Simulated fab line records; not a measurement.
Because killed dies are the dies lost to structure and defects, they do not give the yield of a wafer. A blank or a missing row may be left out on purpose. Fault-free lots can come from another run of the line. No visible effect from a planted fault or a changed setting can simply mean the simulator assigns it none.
fab line records | flow n5_finfet | part 1 of 2: steps 1 to 4 of 6
record: lots: 21 wafers: 63 last_day: 17
route steps=1938 shown DUMMY_GATE@240 SPACER0@261 SD_EPI_N@275 SD_EPI_P@304
lots untouched by any fault: they come from a run of this same line in which no faults occurred
start_h: hours from the record's opening day to when the first of the lot's shown wafers began | wait_h: hours elapsed since this lot's preceding step | " as in the row above | L1.1+2: a row that stands for several wafers | - no value, or no start given | * or withheld: withheld | < > ~ a bound
route shown NAME@n: names a module that has steps shown in the file, with the first one's number in the route | usual: average and standard deviation across the fault-free wafers | same: alike in all rows | chamber/n: place in a boat | sites: the reading at each site | _std_site: their standard deviation | _edge_site: inner sites' mean taken away from outer sites' mean | radius_mm: for every site, how far away it sits from the centre of the wafer | mask NAME#n: copy n | behind: tool/chamber where the wafer was last shaped | hold: reason for holding the lot/hours on hold/outcome of the hold | device: names the non-switching transistor (n, p or np) | end of line: tests run on the same wafers once the route is complete | step lacking rows: just its recipe | killed: dies lost to structure and defects at the first sort, not the wafer's yield | map: a wafer's dies, marking killed ones x, the rest . and places with no die _
set.NAME: the setting as run; set.NAME@STEP: as run at that earlier step | model.NAME: the simulator's own value behind a step, which no gauge read
a sample of lots followed through the steps of the route, with each step as a table and each wafer as a row
services: the hour from which a tool's chamber was out of use, counted from the record's first day as start_h (under 0 if before that day), plus the number of hours and why
== steps ==
step: N5_DUMMY_GATE_TRIM_49
recipe: chemistry: O2 resist: SOC time_s: 29 target_cd_nm: 14 source_power_w: 300 bias_power_w: 0 O2_flow_sccm: 100 temp_c: 20
usual: drypump_motor_current_A: 5.9/0.46 he_backside_leak_sccm: 2.8/0.4 oes_product_au: 1.008/0.016 rf_fwd_power_W: 298.2/0.97 temp_c: 20.00/0.11 throttle_valve_pct: 8.19/0.18
columns lot.wafer tool chamber start_h wait_h drypump_motor_current_A he_backside_leak_sccm oes_product_au rf_fwd_power_W rf_hours_counter_h temp_c throttle_valve_pct
L074.1 rie_si-06 2 46.04 0.0 5.8 3.3 0.980 299.3 181 19.90 8.28
L074.3 " 0 " " 6.6 2.3 1.029 298.3 114 20.05 8.47
L074.5 " 2 " " 5.8 3.4 0.985 298.1 - 19.92 8.26
L075.2 rie_si-06 3 55.53 0.0 5.2 3.1 1.022 299.5 17 20.06 8.02
L075.4 " 2 " " 5.8 3.3 0.979 297.6 - 20.10 8.29
L075.6 " 3 " " 5.3 3.1 1.013 299.5 - 19.97 8.04
L076.2 rie_si-02 0 61.92 0.0 5.5 2.6 0.993 298.4 8 19.97 8.08
L076.4 " 2 " " 5.6 3.5 1.017 299.4 - 19.89 8.28
L076.6 " 0 " " 5.5 2.6 0.993 298.9 - 20.14 8.10
L077.1 rie_si-06 1 67.12 0.0 6.7 2.4 0.998 297.4 60 19.83 8.38
L077.2 " 0 " " 6.6 2.5 1.024 299.6 114 19.83 8.48
L077.6 " 2 " " 5.8 3.3 0.986 298.9 - 20.01 8.29
L078.1 rie_si-02 2 71.87 0.0 5.6 3.6 1.017 298.3 177 20.06 8.27
L078.4 " 2 " " 5.6 3.5 1.018 297.5 - 19.81 8.27
L078.6 " 0 " " 5.6 2.5 0.995 297.4 - 19.96 8.10
L080.1 rie_si-01 3 82.71 0.0 5.6 4.4 1.033 299.1 143 20.00 8.09
L080.5 " 1 " " 5.6 2.9 0.993 298.6 - 20.02 8.49
L080.6 " 0 " " 6.0 2.6 1.031 296.9 - 19.86 8.10
L081.1 rie_si-02 1 88.70 0.0 6.3 2.4 0.993 298.8 0 19.84 7.84
L081.5 " 3 " " 6.4 2.6 1.013 297.9 - 20.05 8.05
L081.6 " 2 " " 5.6 3.5 1.017 296.1 - 19.93 8.26
L082.1 rie_si-06 2 95.33 0.0 5.8 3.2 0.988 297.3 183 20.02 8.27
L082.3 " 0 " " 6.6 2.5 1.032 298.8 114 20.08 8.48
L082.5 " 3 " " 5.3 3.0 1.015 300.2 - 20.04 8.05
L083.1 rie_si-06 3 101.33 0.0 5.3 2.9 1.019 299.9 17 20.12 8.04
L083.2 " 0 " " 6.6 2.4 1.041 297.6 114 20.14 8.50
L083.5 " 0 " " 6.6 2.4 1.040 298.5 - 20.15 8.49
L084.1 rie_si-02 3 108.07 0.0 6.4 2.5 1.021 297.7 37 19.97 8.04
L084.3 " 2 " " 5.6 3.4 1.029 299.5 178 19.96 8.27
L084.4 " 1 " " 6.3 2.4 0.994 299.1 0 19.70 7.87
L085.1 rie_si-01 0 116.40 0.0 6.0 2.6 1.017 299.3 145 19.99 8.09
L085.2 " 3 " " 5.6 2.7 1.024 297.8 144 20.19 8.09
L085.6 " 1 " " 5.6 2.9 0.998 297.7 - 20.00 8.48
L086.1 rie_si-06 3 122.66 0.0 5.2 3.0 1.009 299.8 18 19.90 8.02
L086.3 " 0 " " 6.6 2.3 1.021 298.6 115 19.97 8.48
L086.5 " 2 " " 5.8 3.4 0.999 298.2 - 19.97 8.28
L087.1 rie_si-06 2 126.06 0.0 5.8 3.2 0.976 297.8 183 20.05 8.28
L087.2 " 3 " " 5.3 3.1 1.011 298.8 18 20.09 8.02
L087.3 " 1 " " 6.7 2.5 1.008 297.5 60 19.86 8.35
L088.3 rie_si-02 2 131.81 0.0 5.6 3.4 1.028 298.0 178 19.91 8.27
L088.5 " 1 " " 6.4 2.2 1.005 297.2 - 19.94 7.85
L088.6 " 2 " " 5.6 3.8 1.029 297.2 - 20.06 8.27
L089.1 rie_si-02 0 136.72 0.0 5.5 2.7 0.981 297.7 10 19.80 8.09
L089.2 " 3 " " 6.4 2.7 1.009 298.5 38 20.18 8.05
L089.5 " 0 " " 5.5 2.6 0.988 298.0 - 19.69 8.09
L091.1 rie_si-01 1 148.18 0.0 5.6 2.9 1.009 298.1 160 20.09 8.49
L091.2 " 0 " " 6.0 2.8 1.027 297.5 145 19.89 8.10
L091.6 " 1 " " 5.6 2.9 1.003 297.9 - 20.08 8.50
L092.1 rie_si-01 1 154.89 0.0 5.6 3.1 0.995 299.2 160 20.20 8.49
L092.2 " 0 " " 6.0 2.8 1.023 297.6 145 20.04 8.11
L092.3 " 3 " " 5.6 2.7 1.024 299.6 144 19.90 8.08
L094.2 rie_si-02 0 168.35 0.0 5.5 2.6 0.980 296.6 10 19.98 8.08
L094.3 " 2 " " 5.6 3.6 1.018 296.9 179 20.04 8.29
L094.5 " 2 " " 5.6 3.5 1.023 297.0 - 20.09 8.27
L095.1 rie_si-01 1 173.58 0.0 5.6 2.9 0.996 297.8 160 19.88 8.50
L095.3 " 0 " " 6.0 2.5 1.028 296.8 146 20.21 8.10
L095.6 " 2 " " 5.8 2.7 1.012 301.9 - 20.10 8.20
L096.2 rie_si-02 1 180.11 0.0 6.3 2.3 0.994 299.8 2 19.87 7.84
L096.3 " 3 " " 6.4 2.6 1.008 297.1 39 20.06 8.04
L096.6 " 0 " " 5.6 2.6 1.003 298.0 - 20.18 8.07
L097.1 rie_si-06 0 183.31 0.0 6.6 2.4 1.009 298.7 116 20.05 8.48
L097.3 " 2 " " 5.8 3.5 0.974 297.3 184 20.06 8.29
L097.6 " 2 " " 5.8 3.4 0.980 299.1 - 19.98 8.29
step: N5_DUMMY_GATE_HM_OPEN_21
recipe: chemistry: CH3F/O2 target: SiNx target_depth_a: 1200 Ar_flow_sccm: 150 CH3F_flow_sccm: 30 O2_flow_sccm: 23 time_s: 171.4 pressure_mtorr: 30 source_w: 395 bias_w: 73 ion_energy_ev: 120.7
usual: drypump_motor_current_A: 5.8/0.36 mfc_ar_sccm: 150.0/0.44 oes_product_au: 0.75/0.054 rf_fwd_power_W: 393.7/1.3 rf_vpp_V: 301/10 showerhead_plenum_p_Torr: 2.01/0.061 throttle_valve_pct: 16.55/0.23
columns lot.wafer tool chamber start_h wait_h drypump_motor_current_A mfc_ar_sccm oes_product_au rf_fwd_power_W rf_hours_counter_h rf_vpp_V showerhead_plenum_p_Torr throttle_valve_pct
L074.1 rie_diel-02 3 46.55 0.0 5.3 150.6 0.88 393.0 45 302 2.05 16.01
L074.3 " 2 " " 5.2 150.7 0.73 394.6 154 303 2.01 16.61
L074.5 " 3 " " 5.3 150.2 0.86 394.5 - 302 2.05 15.99
L075.2 rie_diel-03 1 55.82 0.0 6.2 149.5 0.80 394.3 130 303 2.11 16.74
L075.4 " 3 " " 5.7 150.3 0.76 397.5 153 282 1.93 16.43
L075.6 " 2 " " 6.0 149.8 0.72 393.1 - 296 1.90 16.74
L076.2 rie_diel-01 3 62.20 0.0 5.4 149.8 0.75 393.2 133 303 2.03 16.51
L076.4 " 3 " " 5.4 149.9 0.74 393.8 - 303 2.03 16.50
L076.6 " 2 " " 6.3 149.5 0.80 393.5 - 314 1.93 16.29
L077.1 rie_diel-03 3 67.48 0.0 5.7 150.0 0.75 395.9 157 281 1.93 16.46
L077.2 " 0 " " 5.7 150.0 0.75 394.3 150 316 2.09 16.43
L077.6 " 1 " " 6.2 149.9 0.78 391.2 - 301 2.11 16.74
L078.1 rie_diel-02 3 72.17 0.0 5.3 150.5 0.85 392.6 54 302 2.05 16.02
L078.4 " 2 " " 5.2 149.8 0.73 394.2 161 304 2.01 16.62
L078.6 " 2 " " 5.2 149.9 0.72 395.6 - 303 2.01 16.61
L080.1 rie_diel-01 0 83.00 0.0 5.7 149.8 0.71 394.6 209 310 2.00 16.40
L080.5 " 3 " " 5.4 149.7 0.74 393.5 - 302 2.03 16.52
L080.6 " 0 " " 5.7 149.7 0.72 394.4 - 310 2.00 16.40
L081.1 rie_diel-01 3 88.98 0.0 5.4 149.8 0.74 393.8 143 302 2.03 16.52
L081.5 " 3 " " 5.4 150.6 0.74 393.4 - 303 2.03 16.54
L081.6 " 0 " " 5.6 148.9 0.73 395.6 - 308 2.00 16.41
L082.1 rie_diel-02 2 95.61 0.0 5.2 149.4 0.73 392.8 169 304 2.01 16.63
L082.3 " 0 " " 6.3 149.5 0.74 391.2 171 285 2.03 16.86
L082.5 " 2 " " 5.1 149.6 0.72 392.0 - 302 2.01 16.63
L083.1 rie_diel-01 1 101.91 0.0 5.5 150.0 0.75 394.8 163 288 2.04 16.76
L083.2 " 3 " " 5.5 150.0 0.73 392.6 146 302 2.03 16.53
L083.5 " 0 " " 5.7 149.5 0.72 392.7 - 311 2.00 16.41
L084.1 rie_diel-01 1 108.36 0.0 5.5 149.8 0.75 393.0 166 286 2.04 16.76
L084.3 " 3 " " 5.4 150.2 0.74 393.9 149 303 2.03 16.54
L084.4 " 2 " " 6.3 150.0 0.79 392.3 129 313 1.93 16.31
L085.1 rie_diel-01 3 116.69 0.0 5.5 150.4 0.72 393.8 152 304 2.03 16.54
L085.2 " 0 " " 5.7 149.9 0.71 395.0 220 310 2.00 16.42
L085.6 " 1 " " 5.5 150.4 0.75 394.3 - 289 2.04 16.76
L086.1 rie_diel-01 1 122.94 0.0 5.5 149.9 0.76 393.5 170 289 2.04 16.78
L086.3 " 2 " " 6.3 150.4 0.79 393.2 133 314 1.93 16.31
L086.5 " 3 " " 5.4 149.9 0.73 394.3 - 303 2.03 16.55
L087.1 rie_diel-02 1 126.34 0.0 5.8 150.3 0.98 393.3 6 303 1.99 16.16
L087.2 " 2 " " 5.1 150.4 0.71 392.9 180 302 2.00 16.65
L087.3 " 0 " " 6.3 150.4 0.73 395.0 182 284 2.02 16.88
L088.3 rie_diel-03 0 132.13 0.0 5.7 149.9 0.73 394.1 171 314 2.08 16.48
L088.5 " 1 " " 6.3 149.2 0.77 392.5 - 302 2.10 16.80
L088.6 " 0 " " 5.7 149.6 0.72 394.1 - 317 2.08 16.46
L089.1 rie_diel-03 1 137.00 0.0 6.2 150.5 0.76 392.6 155 303 2.10 16.77
L089.2 " 2 " " 6.0 149.6 0.70 395.5 237 297 1.90 16.78
L089.5 " 2 " " 6.0 149.9 0.70 394.7 - 297 1.90 16.79
L091.1 rie_diel-02 0 148.59 0.0 6.2 149.7 0.72 392.5 189 286 2.02 16.88
L091.2 " 2 " " 5.1 150.3 0.70 395.0 187 302 2.00 16.65
L091.6 " 2 " " 5.1 149.3 0.71 392.4 - 301 2.00 16.65
L092.1 rie_diel-02 3 155.18 0.0 5.4 150.2 0.81 394.5 82 301 2.04 16.07
L092.2 " 2 " " 5.1 149.2 0.70 394.9 189 304 2.00 16.65
L092.3 " 1 " " 5.8 150.7 0.95 391.3 14 304 1.98 16.19
L094.2 rie_diel-01 0 168.63 0.0 5.6 150.0 0.70 393.8 235 312 1.99 16.44
L094.3 " 3 " " 5.4 150.5 0.71 393.6 167 303 2.02 16.58
L094.5 " 1 " " 5.5 149.2 0.74 394.8 - 287 2.04 16.80
L095.1 rie_diel-03 0 174.18 0.0 5.7 150.6 0.72 392.3 182 316 2.08 16.47
L095.3 " 3 " " 5.8 150.1 0.73 392.6 189 282 1.92 16.51
L095.6 " 0 " " 5.7 149.7 0.72 392.6 - 313 2.08 16.48
L096.2 rie_diel-03 0 180.40 0.0 5.7 150.2 0.72 392.1 184 315 2.08 16.47
L096.3 " 2 " " 6.0 150.7 0.69 393.6 250 296 1.89 16.81
L096.6 " 2 " " 6.0 150.9 0.69 393.2 - 296 1.89 16.81
L097.1 rie_diel-03 0 183.66 0.0 5.7 149.4 0.72 394.4 185 314 2.08 16.50
L097.3 " 1 " " 6.2 149.7 0.75 391.4 169 304 2.10 16.81
L097.6 " 1 " " 6.2 149.7 0.75 393.0 - 303 2.10 16.82
step: N5_DUMMY_GATE_ETCH_32
recipe: chemistry: CF4 target: SiO2 target_depth_a: 35 time_s: 3.9 ion_energy_ev: 350 pressure_mtorr: 10 icp_w: 800 bias_w: 400 cf4_flow_sccm: 80
usual: drypump_motor_current_A: 6.0/0.47 he_backside_leak_sccm: 2.8/0.38 oes_product_au: 1.014/0.015 rf_fwd_power_W: 789.1/2.9 throttle_valve_pct: 22.0/0.34
columns lot.wafer tool chamber start_h wait_h drypump_motor_current_A he_backside_leak_sccm oes_product_au rf_fwd_power_W rf_hours_counter_h throttle_valve_pct
L074.1 rie_si-01 1 46.71 0.1 5.6 3.0 1.013 783.0 158 22.2
L074.3 " 3 " " 5.6 2.5 1.024 785.1 142 21.7
L074.5 " 2 " " 5.8 2.8 1.014 791.5 - 21.6
L075.2 rie_si-01 1 55.98 0.1 5.6 2.9 1.014 788.1 158 22.2
L075.4 " 3 " " 5.6 2.9 1.034 790.6 142 21.7
L075.6 " 3 " " 5.6 2.7 1.031 788.9 - 21.7
L076.2 rie_si-01 1 62.36 0.1 5.6 2.9 1.017 785.8 158 22.3
L076.4 " 3 " " 5.6 3.0 1.031 788.1 142 21.7
L076.6 " 3 " " 5.6 3.0 1.029 783.4 - 21.7
L077.1 rie_si-01 0 67.64 0.1 6.0 2.6 1.030 787.0 144 21.9
L077.2 " 3 " " 5.6 2.8 1.038 786.8 143 21.7
L077.6 " 0 " " 6.0 2.6 1.024 785.8 - 21.9
L078.1 rie_si-01 0 72.34 0.1 6.0 2.6 1.025 784.6 144 21.9
L078.4 " 3 " " 5.6 2.5 1.038 790.8 - 21.7
L078.6 " 1 " " 5.6 2.9 1.015 790.6 - 22.2
L080.1 rie_si-02 1 83.16 0.1 6.4 2.3 0.990 794.9 0 21.3
L080.5 " 0 " " 5.5 2.6 0.993 791.4 - 21.5
L080.6 " 3 " " 6.4 2.6 1.012 788.7 - 22.0
L081.1 rie_si-06 2 89.14 0.1 5.8 3.4 0.996 786.2 182 22.0
L081.5 " 0 " " 6.6 2.3 1.038 788.8 - 22.4
L081.6 " 3 " " 5.3 3.0 1.024 792.8 - 21.7
L082.1 rie_si-02 3 95.77 0.1 6.4 2.4 0.999 782.1 37 22.0
L082.3 " 1 " " 6.3 2.2 1.003 788.9 0 21.4
L082.5 " 2 " " 5.6 3.4 1.025 791.7 - 21.8
L083.1 rie_si-02 2 102.07 0.1 5.6 3.5 1.005 788.8 178 21.8
L083.2 " 1 " " 6.3 2.4 0.984 791.6 0 21.3
L083.5 " 0 " " 5.5 2.6 0.976 789.6 - 21.5
L084.1 rie_si-06 2 108.52 0.1 5.8 3.3 1.004 788.0 183 22.0
L084.3 " 1 " " 6.6 2.4 1.018 789.2 60 22.5
L084.4 " 3 " " 5.3 2.9 1.013 794.6 18 21.7
L085.1 rie_si-02 1 116.85 0.1 6.3 2.3 0.993 788.8 1 21.3
L085.2 " 0 " " 5.5 2.5 0.986 785.5 10 21.5
L085.6 " 1 " " 6.3 2.3 0.990 791.5 - 21.3
L086.1 rie_si-02 1 123.10 0.1 6.4 2.2 0.995 790.1 1 21.3
L086.3 " 0 " " 5.6 2.5 0.993 789.7 10 21.5
L086.5 " 3 " " 6.4 2.5 1.004 783.8 - 22.0
L087.1 rie_si-06 3 126.50 0.1 5.2 3.0 1.014 790.7 18 21.7
L087.2 " 2 " " 5.8 3.3 0.990 786.0 183 22.0
L087.3 " 1 " " 6.7 2.3 1.017 787.8 61 22.5
L088.3 rie_si-06 3 132.29 0.1 5.3 2.9 1.024 787.9 18 21.7
L088.5 " 1 " " 6.6 2.6 1.022 791.1 - 22.5
L088.6 " 0 " " 6.6 2.4 1.039 788.8 - 22.4
L089.1 rie_si-06 0 137.16 0.1 6.6 2.5 1.020 791.5 115 22.4
L089.2 " 1 " " 6.7 2.6 1.020 790.2 61 22.5
L089.5 " 1 " " 6.7 2.5 1.021 793.3 - 22.5
L091.1 rie_si-06 2 148.75 0.1 5.8 3.2 0.989 781.8 184 22.0
L091.2 " 3 " " 5.2 3.1 1.009 790.7 19 21.7
L091.6 " 0 " " 6.6 2.5 1.030 789.7 - 22.4
L092.1 rie_si-06 0 155.34 0.1 6.6 4.5 1.016 791.5 116 22.4
L092.2 " 3 " " 5.3 3.1 1.003 793.8 19 21.7
L092.3 " 1 " " 6.6 2.5 1.011 796.2 61 22.5
L094.2 rie_si-06 3 168.79 0.1 5.3 3.0 1.007 790.8 19 21.7
L094.3 " 0 " " 6.6 2.4 1.046 790.2 116 22.4
L094.5 " 0 " " 6.6 2.4 1.023 793.7 - 22.4
L095.1 rie_si-06 3 174.35 0.1 5.3 2.9 1.020 792.2 19 21.7
L095.3 " 0 " " 6.6 2.3 1.029 786.7 116 22.4
L095.6 " 1 " " 6.7 2.5 1.003 792.5 - 22.5
L096.2 rie_si-01 1 180.56 0.1 5.6 3.0 1.019 790.2 160 22.2
L096.3 " 2 " " 5.8 2.7 1.029 793.2 164 21.6
L096.6 " 1 " " 5.6 2.9 1.033 790.5 - 22.2
L097.1 rie_si-01 1 183.82 0.1 5.6 2.9 1.014 792.4 160 22.2
L097.3 " 0 " " 6.0 2.9 1.021 787.3 146 21.9
L097.6 " 1 " " 5.6 2.9 1.016 790.9 - 22.2
step: N5_SPACER0_INSPECT_04
recipe: inspect_instrument: darkfield mode: post_dep
usual: raw_defect_count: 138/32
columns lot.wafer tool chamber start_h wait_h raw_defect_count
L074.1 defect_inspect-01 - 47.87 0.1 141
L074.3 " - " " 119
L074.5 " - " " 151
L075.2 defect_inspect-01 - 57.07 0.1 107
L075.4 " - " " 118
L075.6 " - " " 116
L076.2 defect_inspect-02 - 63.80 0.1 118
L076.4 " - " " 103
L076.6 " - " " 87
L077.1 defect_inspect-01 - 68.87 0.1 132
L077.2 " - " " 162
L077.6 " - " " 140
L078.1 defect_inspect-01 - 74.35 0.1 128
L078.4 " - " " 146
L078.6 " - " " 130
L080.1 defect_inspect-01 - 85.06 0.1 123
L080.5 " - " " 172
L080.6 " - " " 155
L081.1 defect_inspect-02 - 92.50 0.1 120
L081.5 " - " " 144
L081.6 " - " " 148
L082.1 defect_inspect-02 - 98.41 0.1 195
L082.3 " - " " 170
L082.5 " - " " 196
L083.1 defect_inspect-01 - 103.36 0.1 79
L083.2 " - " " 139
L083.5 " - " " 111
L084.1 defect_inspect-02 - 109.66 0.1 128
L084.3 " - " " 137
L084.4 " - " " 148
L085.1 defect_inspect-01 - 117.99 0.1 140
L085.2 " - " " 147
L085.6 " - " " 151
L086.1 defect_inspect-01 - 124.55 0.2 124
L086.3 " - " " 110
L086.5 " - " " 154
L087.1 defect_inspect-01 - 127.67 0.1 185
L087.2 " - " " 127
L087.3 " - " " 135
L088.3 defect_inspect-02 - 133.37 0.1 115
L088.5 " - " " 111
L088.6 " - " " 154
L089.1 defect_inspect-02 - 138.61 0.1 270
L089.2 " - " " 177
L089.5 " - " " 150
L091.1 defect_inspect-02 - 150.37 0.1 131
L091.2 " - " " 109
L091.6 " - " " 119
L092.1 defect_inspect-02 - 156.48 0.1 146
L092.2 " - " " 127
L092.3 " - " " 166
L094.2 defect_inspect-01 - 170.13 0.1 183
L094.3 " - " " 164
L094.5 " - " " 122
L095.1 defect_inspect-02 - 175.44 0.1 188
L095.3 " - " " 131
L095.6 " - " " 171
L096.2 defect_inspect-01 - 182.00 0.1 114
L096.3 " - " " 126
L096.6 " - " " 140
L097.1 defect_inspect-01 - 185.04 0.1 107
L097.3 " - " " 126
L097.6 " - " " 121
